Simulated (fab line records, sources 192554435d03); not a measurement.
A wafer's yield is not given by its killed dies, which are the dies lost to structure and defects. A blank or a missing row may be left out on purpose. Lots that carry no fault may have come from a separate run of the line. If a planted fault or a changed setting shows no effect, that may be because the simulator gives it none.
Split-lot experiment | flow n5-finfet | on a route of 1938 steps: 7 lots, 39 wafers read

## THE SPLIT ITSELF
At N5_WELL_APT_EXPOSE_22 (exposes mask PWELL, defocus 0 nm, target cd 200 nm), the setting dose-mj was moved away from the recipe's 23.2 on 12 of the 39 wafers read, by -6.7% to +4.5%. This setting was run at the recipe's value on the other wafers.

## FROM THE SPLIT TO THE READING: what the file shows between them, 3 steps
- N5_WELL_APT_PEB_23: peb time 90 s
- N5_WELL_APT_DEVELOP_24: develop time 45 s
- N5_WELL_APT_HARDBAKE_29: time 120 s

## THE READING
Shown in nm: cd-nm at N5_WELL_APT_CD_MEAS_25, with target cd 200 nm. A value of 199.7 nm with a standard deviation of 1.4 nm is what fault-free wafers of this fab line usually give.

wafer  | tool, chamber at the split | dose-mj as run | against the recipe | cd-nm, nm | against lot-mates on the recipe
L076.1 | krf-scanner-01, 0          | 23.2           | recipe             | 199.1     | -
L076.2 | krf-scanner-01, 0          | 23.2           | recipe             | 197.5     | -
L076.3 | krf-scanner-01, 0          | 23.2           | recipe             | 198.2     | -
L076.4 | krf-scanner-01, 0          | 23.2           | recipe             | 199.4     | -
L076.5 | krf-scanner-01, 0          | 23.2           | recipe             | 198.2     | -
L076.6 | krf-scanner-01, 0          | 23.2           | recipe             | 199.3     | -
L084.1 | krf-scanner-01, 0          | 21.79          | -6.1%              | 190.5     | -8.8
L084.2 | krf-scanner-01, 0          | 21.79          | -6.1%              | 188.3     | -11.0
L084.3 | krf-scanner-01, 0          | 23.2           | recipe             | 198.6     | -
L084.4 | krf-scanner-01, 0          | 21.79          | -6.1%              | 186.6     | -12.7
L084.5 | krf-scanner-01, 0          | 23.2           | recipe             | 199.2     | -
L084.6 | krf-scanner-01, 0          | 23.2           | recipe             | 200.2     | -
L085.1 | krf-scanner-01, 0          | 23.2           | recipe             | 198.9     | -
L085.2 | krf-scanner-01, 0          | 23.2           | recipe             | 198.8     | -
L085.3 | krf-scanner-01, 0          | 21.72          | -6.4%              | 187.5     | -11.4
L085.4 | krf-scanner-01, 0          | 21.72          | -6.4%              | 189.1     | -9.8
L085.5 | krf-scanner-01, 0          | 23.2           | recipe             | 199.0     | -
L085.6 | krf-scanner-01, 0          | 21.72          | -6.4%              | 185.4     | -13.5
L090.1 | krf-scanner-01, 0          | 23.2           | recipe             | 199.9     | -
L090.2 | krf-scanner-01, 0          | 23.2           | recipe             | 198.4     | -
L090.3 | krf-scanner-01, 0          | 23.2           | recipe             | 198.4     | -
L090.4 | krf-scanner-01, 0          | 23.2           | recipe             | 200.5     | -
L090.5 | krf-scanner-01, 0          | 23.2           | recipe             | 199.2     | -
L090.6 | krf-scanner-01, 0          | 23.2           | recipe             | 198.6     | -
L092.1 | krf-scanner-01, 0          | 23.2           | recipe             | 202.0     | -
L092.2 | krf-scanner-01, 0          | 24.24          | +4.5%              | 207.5     | +6.3
L092.3 | krf-scanner-01, 0          | 24.24          | +4.5%              | 209.7     | +8.5
L092.4 | krf-scanner-01, 0          | 23.2           | recipe             | 200.1     | -
L092.5 | krf-scanner-01, 0          | 23.2           | recipe             | 201.4     | -
L092.6 | krf-scanner-01, 0          | 24.24          | +4.5%              | 207.4     | +6.2
L093.1 | krf-scanner-02, 0          | 23.2           | recipe             | 198.9     | -
L093.2 | krf-scanner-02, 0          | 23.2           | recipe             | 200.3     | -
L093.5 | krf-scanner-02, 0          | 23.2           | recipe             | 201.0     | -
L097.1 | krf-scanner-01, 0          | 23.2           | recipe             | 198.6     | -
L097.2 | krf-scanner-01, 0          | 21.65          | -6.7%              | 186.7     | -11.9
L097.3 | krf-scanner-01, 0          | 23.2           | recipe             | 199.7     | -
L097.4 | krf-scanner-01, 0          | 21.65          | -6.7%              | 188.1     | -10.5
L097.5 | krf-scanner-01, 0          | 21.65          | -6.7%              | 186.1     | -12.5
L097.6 | krf-scanner-01, 0          | 23.2           | recipe             | 197.4     | -

THE FIT
A straight line over all 39 wafers: cd-nm changes by +1.87 nm for each +1% of dose-mj; r = +0.98; the points scatter about the line by 1.2 nm.
The same after taking each lot's own level away (the mean of its wafers on the recipe; 39 wafers): +1.74 nm for each +1%; r = +0.98; scatter 1 nm.
Per that fit: largest dose-mj move, reading shift of 12 nm.
The lots' own levels span 198.57 to 201.17 nm, that is 1.9 times the standard deviation above.
The two slopes agree, so the slope changes little with the lot-to-lot level.
Check: for one of the wafers moved furthest among these (-6.7%), held out of the fit, the line's prediction against its lot-mates is -11.7 nm. It came out at -11.9 nm against them.

## THE WHOLE CHAIN: every reading that the file lists as answering this split, in the file's order
step                   | what it does             | reading                                                         | change (the file's fit)              | r (the file's)
N5_WELL_APT_CD_MEAS_25 | target cd 200 nm         | cd-nm                                                           | +1.75 nm for each +1% of the setting | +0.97
N5_WELL_APT_DESCUM_30  | chemistry O2, time 7.9 s | WELL_APT.cd-nm (the simulator's own value, which no gauge read) | +1.54 nm for each +1% of the setting | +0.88

## THE FILE'S OWN FIT
cd-nm changes by +1.75 nm for each +1% of dose-mj, r = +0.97.
